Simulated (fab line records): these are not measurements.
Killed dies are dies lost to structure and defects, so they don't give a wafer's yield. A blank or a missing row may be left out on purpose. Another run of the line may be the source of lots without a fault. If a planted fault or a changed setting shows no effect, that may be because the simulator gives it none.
Chamber matching -- flow nand_harc -- NHARC_A_STAIRCASE_CMP_152 on cmp-04 has 4 sister chambers
The step polishes. 4 wafers are shown with their chamber, then 9 later ones without.

== WAFERS, EACH WITH ITS CHAMBER ==
wafer,chamber,motor_current_A (A)
L089.1,1,11.9
L089.4,2,9.7
L089.5,0,11.9
L089.6,3,12.8

== WAFERS WITHOUT THEIR CHAMBER ==
wafer,motor_current_A (A)
L091.2,11.5
L091.3,12.0
L091.4,10.2
L093.2,12.0
L093.3,12.3
L093.6,12.0
L097.2,12.1
L097.4,12.5
L097.5,9.6

== WHICH CHAMBER EACH ONE RAN IN ==
wafer,from the rows above,in truth
L091.2,can't be placed: 0 or 1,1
L091.3,can't be placed: 0 or 1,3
L091.4,2,2
L093.2,can't be placed: 0 or 1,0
L093.3,can't be placed: 0 or 1 or 3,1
L093.6,can't be placed: 0 or 1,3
L097.2,can't be placed: 0 or 1 or 3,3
L097.4,can't be placed: 3 or 0 or 1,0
L097.5,2,2
2 of 9 placed correctly. These rows do not allow placing 7 (true chamber among the candidates in 5). Placed wrongly: 0.
How it was worked out, from the rows above alone: a wafer's distance from a chamber is the root of the sum, over the readings, of the square of ((its reading less the chamber's mean) divided by the reading's scatter). If the next closest chamber is less than 2 further off than the closest, the wafer can't be placed; otherwise it belongs to the closest. For every chamber, the mean is computed from those of its wafers that are shown. The scatter: root of mean squared gap, hidden wafer to nearest shown wafer, with one shown wafer a chamber.
